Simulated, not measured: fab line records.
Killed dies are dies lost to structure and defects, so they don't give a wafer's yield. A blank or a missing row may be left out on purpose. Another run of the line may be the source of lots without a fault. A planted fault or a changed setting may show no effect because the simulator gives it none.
fab line records	flow nand-harc	part 1 of 2: steps 1 to 19 of 27
record: lots: 5	wafers: 15	last-day: 23
route steps=1159 shown A_CONTACT@854
lots with no fault: from the same line, run without faults
start-h: start of the lot's first displayed wafer, in hours after the record's first day	wait-h: hours elapsed since this lot's preceding step	" repeats the value in the row above	L1.1+2: several wafers, shown together as one row	- either no value or no given start	* or withheld: withheld	< > ~ a bound
route shown NAME@n: NAME is a module with steps in the file, n the number in the route of the first one	usual: average and standard deviation across the fault-free wafers	same: alike in all rows	chamber/n: place in a boat	sites: readings site by site	_std_site: standard deviation across them	_edge_site: mean of outer sites minus mean of inner sites	radius-mm: how far each site lies from the wafer's centre	mask NAME#n: copy n	behind: the most recent tool/chamber to have shaped the wafer	hold: why the lot went on hold/how many hours it stayed there/how the hold came to an end	device: the n, p or np transistor that did not switch	end of line: tests of these same wafers at the route's end	a step without rows: its recipe alone	killed: the dies lost at the first sort to structure and to defects; this is not the yield of the wafer	map: shows each die of a wafer: x if killed, . if not, _ if none is there
set.NAME: setting as actually run; set.NAME@STEP: the setting as run at that earlier step	model.NAME: the simulator's own value behind a step, which no gauge read
lots at some steps of the route; a table a step, a row a wafer
services: when a tool's chamber went out of use (start-h, in hours from the record's first day, below 0 if earlier), for how many hours, and the reason
== steps ==
step: NHARC_A_CONTACT_CD_MEAS_42
recipe: target-cd-nm: 200	landing-energy-ev: 500
usual: cd-nm: 200.0/0.42
lot.wafer	tool	chamber	start-h	wait-h	cd-nm
L077.2	cd-sem-01	0	396.51	-	199.9
L077.4	"	0	"	"	199.6
L077.6	"	0	"	"	199.2
L079.3	cd-sem-01	0	401.89	-	201.0
L079.4	"	0	"	"	200.0
L079.5	"	0	"	"	200.1
L080.4	cd-sem-03	0	414.06	-	200.4
L080.5	"	0	"	"	200.0
L080.6	"	0	"	"	200.7
L087.1	cd-sem-03	0	461.49	-	200.5
L087.2	"	0	"	"	199.5
L087.3	"	0	"	"	199.4
L085.1	cd-sem-02	0	470.32	-	199.9
L085.2	"	0	"	"	199.8
L085.3	"	0	"	"	200.1
step: NHARC_A_CONTACT_OVL_MEAS_43
usual: overlay-x-nm: -0.1/0.86	overlay-y-nm: 0.0/0.73
lot.wafer	tool	chamber	start-h	wait-h	overlay-x-nm	overlay-y-nm
L077.2	overlay-01	-	396.59	-	-0.5	-0.5
L077.4	"	-	"	"	-0.6	-0.5
L077.6	"	-	"	"	-0.4	-0.9
L079.3	overlay-01	-	401.97	-	0.0	-0.6
L079.4	"	-	"	"	-0.4	-0.9
L079.5	"	-	"	"	-0.8	-0.7
L080.4	overlay-02	-	414.14	-	-1.2	-0.2
L080.5	"	-	"	"	-1.8	-0.4
L080.6	"	-	"	"	-1.5	-0.2
L087.1	overlay-01	-	461.58	-	-0.4	0.5
L087.2	"	-	"	"	-0.8	0.9
L087.3	"	-	"	"	-0.7	0.6
L085.1	overlay-01	-	470.41	-	0.5	0.8
L085.2	"	-	"	"	-0.2	0.8
L085.3	"	-	"	"	0.2	0.2
step: NHARC_A_CONTACT_INSPECT_44
usual: raw-defect-count: 26/14
lot.wafer	tool	chamber	start-h	wait-h	raw-defect-count
L077.2	defect-inspect-01	-	396.63	0.0	5
L077.4	"	-	"	"	9
L077.6	"	-	"	"	12
L079.3	defect-inspect-01	-	402.01	0.0	27
L079.4	"	-	"	"	30
L079.5	"	-	"	"	35
L080.4	defect-inspect-01	-	414.18	0.0	21
L080.5	"	-	"	"	21
L080.6	"	-	"	"	25
L087.1	defect-inspect-01	-	461.62	0.0	36
L087.2	"	-	"	"	27
L087.3	"	-	"	"	50
L085.1	defect-inspect-01	-	470.45	0.0	25
L085.2	"	-	"	"	36
L085.3	"	-	"	"	30
step: NHARC_A_CONTACT_DESCUM_47
recipe: time-s: 3	o2-flow-sccm: 200	ar-flow-sccm: 0	bias-power-w: 0	chemistry: O2
usual: drypump-motor-current-A: 5.7/0.38	oes-product-au: 1.002/0.0077	rf-vpp-V: 57.9/0.88	showerhead-plenum-p-Torr: 1.93/0.074	throttle-valve-pct: 11.312/0.0086
lot.wafer	tool	chamber	start-h	wait-h	drypump-motor-current-A	oes-product-au	rf-hours-counter-h	rf-vpp-V	showerhead-plenum-p-Torr	throttle-valve-pct
L077.4	rie-diel-11	3	396.69	0.1	5.9	1.008	7	57.1	1.95	11.316
L077.2	"	0	"	"	5.3	1.001	6	57.2	1.90	11.317
L077.6	"	3	"	"	5.9	1.001	-	57.7	1.95	11.302
L079.4	rie-diel-03	3	402.08	0.1	6.4	1.008	0	58.9	1.98	11.309
L079.3	"	0	"	"	5.4	1.003	0	55.9	1.80	11.305
L079.5	"	2	"	"	5.4	0.991	-	57.8	1.98	11.323
L080.4	rie-diel-03	3	414.27	0.1	6.3	1.008	-	59.1	1.98	11.319
L080.6	"	0	"	"	5.4	1.002	-	58.0	1.80	11.304
L080.5	"	2	"	"	5.4	0.989	-	60.1	1.98	11.303
L087.2	rie-diel-11	3	461.68	0.1	5.9	1.014	28	58.0	1.95	11.311
L087.3	"	0	"	"	5.3	0.999	29	57.5	1.89	11.303
L087.1	"	2	"	"	6.0	1.010	27	58.3	2.03	11.301
L085.2	rie-diel-03	0	470.51	0.1	5.4	0.994	11	55.7	1.79	11.318
L085.1	"	2	"	"	5.4	0.999	10	58.7	1.98	11.302
L085.3	"	3	"	"	6.4	1.000	10	58.7	1.97	11.296
step: NHARC_A_CONTACT_ETCH_48
recipe: target-depth-a: 390	over-etch-frac: 0.3	time-s: 65	ion-energy-ev: 80	cf4-flow-sccm: 150	ar-flow-sccm: 0	rf-w: 300	bias-w: 100	chemistry: CF4
usual: drypump-motor-current-A: 5.7/0.38	oes-product-au: 1.000/0.0083	rf-fwd-power-W: 297.3/1.2	rf-vpp-V: 151.5/1.2	showerhead-plenum-p-Torr: 1.78/0.065	throttle-valve-pct: 13.284/0.009
lot.wafer	tool	chamber	start-h	wait-h	drypump-motor-current-A	oes-product-au	rf-fwd-power-W	rf-hours-counter-h	rf-vpp-V	showerhead-plenum-p-Torr	throttle-valve-pct
L077.4	rie-diel-11	1	396.78	0.1	5.5	0.992	296.0	6	151.0	1.80	13.290
L077.2	"	3	"	"	5.9	1.004	296.4	7	151.9	1.80	13.284
L077.6	"	1	"	"	5.5	0.995	297.0	-	151.9	1.80	13.280
L079.3	rie-diel-03	0	402.15	0.1	5.4	1.002	297.4	0	148.8	1.67	13.288
L079.4	"	1	"	"	5.6	1.001	297.7	0	152.3	1.88	13.287
L079.5	"	1	"	"	5.5	1.003	297.4	-	150.8	1.88	13.292
L080.6	rie-diel-03	3	414.37	0.1	6.3	1.004	300.2	-	153.0	1.82	13.281
L080.5	"	0	"	"	5.4	1.008	297.7	-	148.5	1.67	13.276
L080.4	"	2	"	"	5.3	0.999	294.7	-	152.2	1.83	13.291
L087.3	rie-diel-11	3	461.84	0.1	5.9	1.004	295.7	28	151.3	1.80	13.280
L087.1	"	1	"	"	5.6	0.992	295.8	26	150.2	1.79	13.304
L087.2	"	2	"	"	6.0	1.009	296.7	27	153.3	1.87	13.281
L085.1	rie-diel-03	1	470.60	0.1	5.5	0.996	299.0	9	154.1	1.87	13.287
L085.2	"	2	"	"	5.4	0.992	294.9	10	152.6	1.82	13.277
L085.3	"	3	"	"	6.4	0.997	299.7	10	152.2	1.82	13.291
step: NHARC_A_CONTACT_ETCH_49
recipe: target-depth-a: 2600	over-etch-frac: 0.3	time-s: 475.3	ion-energy-ev: 200	n2-flow-sccm: 150	h2-flow-sccm: 150	ar-flow-sccm: 0	rf-w: 400	bias-w: 150	chemistry: N2/H2
usual: drypump-motor-current-A: 5.7/0.38	oes-product-au: 1.001/0.0085	rf-fwd-power-W: 399.6/1.2	rf-vpp-V: 431.3/2.4	showerhead-plenum-p-Torr: 2.07/0.082	throttle-valve-pct: 14.170/0.0091
lot.wafer	tool	chamber	start-h	wait-h	drypump-motor-current-A	oes-product-au	rf-fwd-power-W	rf-hours-counter-h	rf-vpp-V	showerhead-plenum-p-Torr	throttle-valve-pct
L077.2	rie-diel-11	2	-	-	6.0	1.003	399.9	7	434.8	2.17	14.174
L077.4	"	3	"	"	5.9	1.006	399.2	7	431.7	2.08	14.177
L077.6	"	1	"	"	5.5	1.001	400.8	-	432.8	2.07	14.170
L079.3	rie-diel-03	1	-	-	5.6	1.004	399.6	0	434.1	2.18	14.163
L079.4	"	2	"	"	5.4	0.997	401.6	0	431.6	2.11	14.167
L079.5	"	0	"	"	5.4	0.997	399.2	-	426.9	1.91	14.157
L080.4	rie-diel-03	0	-	-	5.4	0.996	400.2	-	426.6	1.91	14.172
L080.5	"	2	"	"	5.4	0.996	399.6	-	434.1	2.11	14.176
L080.6	"	3	"	"	6.4	1.000	398.2	-	433.1	2.11	14.172
L087.3	rie-diel-11	2	-	-	6.1	1.005	401.8	27	434.5	2.17	14.156
L087.1	"	3	"	"	5.9	1.002	398.3	29	431.9	2.07	14.182
L087.2	"	0	"	"	5.3	1.001	400.2	29	428.0	2.01	14.166
L085.2	rie-diel-03	1	-	-	5.5	1.000	398.3	9	433.0	2.17	14.155
L085.3	"	2	"	"	5.4	0.987	400.4	10	434.7	2.11	14.160
L085.1	"	3	"	"	6.4	0.998	402.4	10	432.9	2.11	14.175
step: NHARC_A_CONTACT_ETCH_50
recipe: target-depth-a: 847	time-s: 42.4	cf4-flow-sccm: 100	chf3-flow-sccm: 30	ar-flow-sccm: 0	rf-w: 500	bias-w: 200	chemistry: CF4/CHF3
usual: drypump-motor-current-A: 5.7/0.39	oes-product-au: 0.949/0.021	rf-fwd-power-W: 493.7/2.5	rf-vpp-V: 371.2/2.1	showerhead-plenum-p-Torr: 1.59/0.059	throttle-valve-pct: 16.802/0.0089
lot.wafer	tool	chamber	start-h	wait-h	drypump-motor-current-A	oes-product-au	rf-fwd-power-W	rf-hours-counter-h	rf-vpp-V	showerhead-plenum-p-Torr	throttle-valve-pct
L077.2	rie-diel-11	3	-	-	5.9	0.976	490.6	7	372.0	1.60	16.793
L077.4	"	0	"	"	5.3	0.963	494.5	6	370.1	1.56	16.802
L077.6	"	2	"	"	6.0	0.998	494.2	-	373.9	1.67	16.799
L079.3	rie-diel-03	0	-	-	5.4	0.984	491.9	0	368.7	1.48	16.794
L079.4	"	1	"	"	5.5	0.957	494.1	0	373.8	1.67	16.808
L079.5	"	0	"	"	5.4	0.972	492.7	-	367.3	1.48	16.805
L080.4	rie-diel-03	2	-	-	5.4	0.939	492.4	-	372.6	1.63	16.805
L080.5	"	3	"	"	6.4	0.958	493.4	-	371.2	1.62	16.809
L080.6	"	0	"	"	5.4	0.947	493.4	-	369.0	1.48	16.813
L087.2	rie-diel-11	3	-	-	5.9	0.935	491.8	29	371.5	1.60	16.795
L087.3	"	1	"	"	5.5	0.925	492.7	26	373.7	1.59	16.800
L087.1	"	2	"	"	6.0	0.958	493.8	27	373.2	1.66	16.790
L085.2	rie-diel-03	0	-	-	5.4	0.946	494.7	11	367.0	1.48	16.794
L085.3	"	1	"	"	5.5	0.938	495.3	9	373.8	1.67	16.795
L085.1	"	2	"	"	5.4	0.937	490.9	11	372.8	1.62	16.793
step: NHARC_A_CONTACT_ETCH_51
recipe: target-depth-a: 36000	over-etch-frac: 0.3	time-s: 936	ion-energy-ev: 150	o2-flow-sccm: 400	cos-flow-sccm: 20	ar-flow-sccm: 0	rf-w: 500	bias-w: 300	chemistry: O2/COS
usual: drypump-motor-current-A: 5.7/0.39	oes-product-au: 1.002/0.0089	rf-fwd-power-W: 499.5/1.6	rf-vpp-V: 314.5/1.8	showerhead-plenum-p-Torr: 3.15/0.12	throttle-valve-pct: 28.330/0.0088
lot.wafer	tool	chamber	start-h	wait-h	drypump-motor-current-A	oes-product-au	rf-fwd-power-W	rf-hours-counter-h	rf-vpp-V	showerhead-plenum-p-Torr	throttle-valve-pct
L077.2	rie-diel-11	1	-	-	5.5	0.998	494.7	6	315.3	3.17	28.306
L077.4	"	2	"	"	6.1	1.001	501.2	8	316.3	3.31	28.328
L077.6	"	1	"	"	5.5	1.001	498.3	-	315.8	3.17	28.330
L079.4	rie-diel-03	0	-	-	5.4	0.998	501.4	0	310.5	2.94	28.333
L079.3	"	1	"	"	5.5	1.003	500.4	1	316.4	3.31	28.332
L079.5	"	3	"	"	6.4	0.998	499.3	-	315.3	3.22	28.316
L080.4	rie-diel-03	0	-	-	5.4	1.003	496.2	-	310.3	2.94	28.332
L080.6	"	2	"	"	5.4	0.997	502.5	-	314.9	3.22	28.317
L080.5	"	3	"	"	6.4	1.006	499.8	-	316.3	3.22	28.323
L087.3	rie-diel-11	1	-	-	5.5	1.011	501.5	26	315.3	3.16	28.329
L087.2	"	3	"	"	5.9	1.018	497.8	29	315.1	3.17	28.319
L087.1	"	0	"	"	5.3	1.012	500.9	30	313.8	3.08	28.328
L085.1	rie-diel-03	3	-	-	6.4	1.007	501.0	11	315.5	3.22	28.334
L085.2	"	0	"	"	5.4	0.996	499.6	11	312.2	2.94	28.338
L085.3	"	1	"	"	5.5	1.007	498.5	9	317.4	3.31	28.328
step: NHARC_A_CONTACT_ETCH_111
recipe: source-w: withheld	pressure-mtorr: 20	bias-v: withheld	time-s: 140	target-depth-a: 7000	ar-flow-sccm: withheld	c4f8-flow-sccm: withheld	o2-flow-sccm: withheld	chemistry: C4F8/O2/Ar
lot.wafer	tool	chamber	start-h	wait-h	rf-hours-counter-h
L077.2	har-cap-etch-01	0	397.95	-	61
L077.4	"	1	"	"	-
L077.6	"	0	"	"	-
L079.4	har-cap-etch-03	1	403.42	-	-
L079.3	"	0	"	"	-
L079.5	"	1	"	"	-
L080.4	har-cap-etch-02	0	415.83	-	-
L080.6	"	1	"	"	-
L080.5	"	0	"	"	-
L087.2	har-cap-etch-01	0	463.36	-	69
L087.1	"	1	"	"	69
L087.3	"	0	"	"	-
L085.2	har-cap-etch-01	0	471.97	-	71
L085.1	"	1	"	"	71
L085.3	"	0	"	"	-
step: NHARC_A_CONTACT_ETCH_112
recipe: source-w: withheld	pressure-mtorr: 20	bias-v: 3000	time-s: 94	target-depth-a: 9220	ar-flow-sccm: withheld	c4f8-flow-sccm: withheld	o2-flow-sccm: withheld	chemistry: C4F8/O2/Ar
lot.wafer	tool	chamber	start-h	wait-h	rf-hours-counter-h
L077.2	har-cap-etch-01	0	398.14	0.2	62
L077.4	"	1	"	"	-
L077.6	"	0	"	"	-
L079.4	har-cap-etch-03	1	403.59	0.1	-
L079.3	"	0	"	"	-
L079.5	"	1	"	"	-
L080.4	har-cap-etch-02	0	415.98	0.1	-
L080.6	"	1	"	"	-
L080.5	"	0	"	"	-
L087.2	har-cap-etch-01	0	463.56	0.2	70
L087.1	"	1	"	"	70
L087.3	"	0	"	"	-
L085.2	har-cap-etch-01	0	472.17	0.2	71
L085.1	"	1	"	"	71
L085.3	"	0	"	"	-
step: NHARC_A_CONTACT_ETCH_113
recipe: source-w: withheld	pressure-mtorr: 20	bias-v: 3000	time-s: 94	target-depth-a: 9220	ar-flow-sccm: withheld	c4f8-flow-sccm: withheld	o2-flow-sccm: withheld	chemistry: C4F8/O2/Ar
lot.wafer	tool	chamber	start-h	wait-h	rf-hours-counter-h
L077.2	har-cap-etch-01	0	398.23	0.1	62
L077.4	"	1	"	"	-
L077.6	"	0	"	"	-
L079.4	har-cap-etch-03	1	403.68	0.1	-
L079.3	"	0	"	"	-
L079.5	"	1	"	"	-
L080.4	har-cap-etch-02	0	416.07	0.1	-
L080.6	"	1	"	"	-
L080.5	"	0	"	"	-
L087.2	har-cap-etch-01	0	463.65	0.1	70
L087.1	"	1	"	"	70
L087.3	"	0	"	"	-
L085.2	har-cap-etch-01	0	472.26	0.1	71
L085.1	"	1	"	"	71
L085.3	"	0	"	"	-
step: NHARC_A_CONTACT_ETCH_114
recipe: source-w: withheld	pressure-mtorr: 20	bias-v: 3000	time-s: 94	target-depth-a: 9220	ar-flow-sccm: withheld	c4f8-flow-sccm: withheld	o2-flow-sccm: withheld	chemistry: C4F8/O2/Ar
lot.wafer	tool	chamber	start-h	wait-h	rf-hours-counter-h
L077.2	har-cap-etch-01	0	398.32	0.1	62
L077.4	"	1	"	"	-
L077.6	"	0	"	"	-
L079.4	har-cap-etch-03	1	403.77	0.1	-
L079.3	"	0	"	"	-
L079.5	"	1	"	"	-
L080.4	har-cap-etch-02	0	416.16	0.1	-
L080.6	"	1	"	"	-
L080.5	"	0	"	"	-
L087.2	har-cap-etch-01	0	463.74	0.1	70
L087.1	"	1	"	"	70
L087.3	"	0	"	"	-
L085.2	har-cap-etch-01	0	472.35	0.1	71
L085.1	"	1	"	"	71
L085.3	"	0	"	"	-
step: NHARC_A_CONTACT_ETCH_115
recipe: source-w: withheld	pressure-mtorr: 20	bias-v: 3000	time-s: 94	target-depth-a: 9220	ar-flow-sccm: withheld	c4f8-flow-sccm: withheld	o2-flow-sccm: withheld	chemistry: C4F8/O2/Ar
lot.wafer	tool	chamber	start-h	wait-h	rf-hours-counter-h
L077.2	har-cap-etch-01	0	398.42	0.1	62
L077.4	"	1	"	"	-
L077.6	"	0	"	"	-
L079.4	har-cap-etch-03	1	403.86	0.1	-
L079.3	"	0	"	"	-
L079.5	"	1	"	"	-
L080.4	har-cap-etch-02	0	416.25	0.1	-
L080.6	"	1	"	"	-
L080.5	"	0	"	"	-
L087.2	har-cap-etch-01	0	463.83	0.1	70
L087.1	"	1	"	"	70
L087.3	"	0	"	"	-
L085.2	har-cap-etch-01	0	472.45	0.1	71
L085.1	"	1	"	"	71
L085.3	"	0	"	"	-
step: NHARC_A_CONTACT_ETCH_116
recipe: source-w: withheld	pressure-mtorr: 20	bias-v: 3000	time-s: 94	target-depth-a: 9220	ar-flow-sccm: withheld	c4f8-flow-sccm: withheld	o2-flow-sccm: withheld	chemistry: C4F8/O2/Ar
lot.wafer	tool	chamber	start-h	wait-h	rf-hours-counter-h
L077.2	har-cap-etch-01	0	398.51	0.1	62
L077.4	"	1	"	"	-
L077.6	"	0	"	"	-
L079.4	har-cap-etch-03	1	403.95	0.1	-
L079.3	"	0	"	"	-
L079.5	"	1	"	"	-
L080.4	har-cap-etch-02	0	416.34	0.1	-
L080.6	"	1	"	"	-
L080.5	"	0	"	"	-
L087.2	har-cap-etch-01	0	463.92	0.1	70
L087.1	"	1	"	"	70
L087.3	"	0	"	"	-
L085.2	har-cap-etch-01	0	472.54	0.1	71
L085.1	"	1	"	"	71
L085.3	"	0	"	"	-
step: NHARC_A_CONTACT_ETCH_117
recipe: source-w: withheld	pressure-mtorr: 20	bias-v: 3000	time-s: 94	target-depth-a: 9220	ar-flow-sccm: withheld	c4f8-flow-sccm: withheld	o2-flow-sccm: withheld	chemistry: C4F8/O2/Ar
lot.wafer	tool	chamber	start-h	wait-h	rf-hours-counter-h
L077.2	har-cap-etch-01	0	398.60	0.1	62
L077.4	"	1	"	"	-
L077.6	"	0	"	"	-
L079.4	har-cap-etch-03	1	404.04	0.1	-
L079.3	"	0	"	"	-
L079.5	"	1	"	"	-
L080.4	har-cap-etch-02	0	416.43	0.1	-
L080.6	"	1	"	"	-
L080.5	"	0	"	"	-
L087.2	har-cap-etch-01	0	464.02	0.1	70
L087.1	"	1	"	"	70
L087.3	"	0	"	"	-
L085.2	har-cap-etch-01	0	472.63	0.1	71
L085.1	"	1	"	"	71
L085.3	"	0	"	"	-
step: NHARC_A_CONTACT_ETCH_118
recipe: source-w: withheld	pressure-mtorr: 20	bias-v: 3000	time-s: 94	target-depth-a: 9220	ar-flow-sccm: withheld	c4f8-flow-sccm: withheld	o2-flow-sccm: withheld	chemistry: C4F8/O2/Ar
lot.wafer	tool	chamber	start-h	wait-h	rf-hours-counter-h
L077.2	har-cap-etch-01	0	398.68	0.1	62
L077.4	"	1	"	"	-
L077.6	"	0	"	"	-
L079.4	har-cap-etch-03	1	404.13	0.1	-
L079.3	"	0	"	"	-
L079.5	"	1	"	"	-
L080.4	har-cap-etch-02	0	416.52	0.1	-
L080.6	"	1	"	"	-
L080.5	"	0	"	"	-
L087.2	har-cap-etch-01	0	464.11	0.1	70
L087.1	"	1	"	"	70
L087.3	"	0	"	"	-
L085.2	har-cap-etch-01	0	472.72	0.1	71
L085.1	"	1	"	"	71
L085.3	"	0	"	"	-
step: NHARC_A_CONTACT_ETCH_119
recipe: source-w: withheld	pressure-mtorr: 20	bias-v: 3000	time-s: 94	target-depth-a: 9220	ar-flow-sccm: withheld	c4f8-flow-sccm: withheld	o2-flow-sccm: withheld	chemistry: C4F8/O2/Ar
lot.wafer	tool	chamber	start-h	wait-h	rf-hours-counter-h
L077.2	har-cap-etch-01	0	398.78	0.1	62
L077.4	"	1	"	"	-
L077.6	"	0	"	"	-
L079.4	har-cap-etch-03	1	404.23	0.1	-
L079.3	"	0	"	"	-
L079.5	"	1	"	"	-
L080.4	har-cap-etch-02	0	416.61	0.1	-
L080.6	"	1	"	"	-
L080.5	"	0	"	"	-
L087.2	har-cap-etch-01	0	464.20	0.1	70
L087.1	"	1	"	"	70
L087.3	"	0	"	"	-
L085.2	har-cap-etch-01	0	472.81	0.1	71
L085.1	"	1	"	"	71
L085.3	"	0	"	"	-
step: NHARC_A_CONTACT_ETCH_120
recipe: source-w: withheld	pressure-mtorr: 20	bias-v: 3000	time-s: 94	target-depth-a: 9220	ar-flow-sccm: withheld	c4f8-flow-sccm: withheld	o2-flow-sccm: withheld	chemistry: C4F8/O2/Ar
lot.wafer	tool	chamber	start-h	wait-h	rf-hours-counter-h
L077.2	har-cap-etch-01	0	398.87	0.1	62
L077.4	"	1	"	"	-
L077.6	"	0	"	"	-
L079.4	har-cap-etch-03	1	404.32	0.1	-
L079.3	"	0	"	"	-
L079.5	"	1	"	"	-
L080.4	har-cap-etch-02	0	416.70	0.1	-
L080.6	"	1	"	"	-
L080.5	"	0	"	"	-
L087.2	har-cap-etch-01	0	464.29	0.1	70
L087.1	"	1	"	"	70
L087.3	"	0	"	"	-
L085.2	har-cap-etch-01	0	472.90	0.1	71
L085.1	"	1	"	"	71
L085.3	"	0	"	"	-
step: NHARC_A_CONTACT_ETCH_121
recipe: source-w: withheld	pressure-mtorr: 20	bias-v: 3000	time-s: 94	target-depth-a: 9220	ar-flow-sccm: withheld	c4f8-flow-sccm: withheld	o2-flow-sccm: withheld	chemistry: C4F8/O2/Ar
lot.wafer	tool	chamber	start-h	wait-h	rf-hours-counter-h
L077.2	har-cap-etch-01	0	398.96	0.1	62
L077.4	"	1	"	"	-
L077.6	"	0	"	"	-
L079.4	har-cap-etch-03	1	404.41	0.1	-
L079.3	"	0	"	"	-
L079.5	"	1	"	"	-
L080.4	har-cap-etch-02	0	416.79	0.1	-
L080.6	"	1	"	"	-
L080.5	"	0	"	"	-
L087.2	har-cap-etch-01	0	464.38	0.1	70
L087.1	"	1	"	"	70
L087.3	"	0	"	"	-
L085.2	har-cap-etch-01	0	472.99	0.1	71
L085.1	"	1	"	"	71
L085.3	"	0	"	"	-
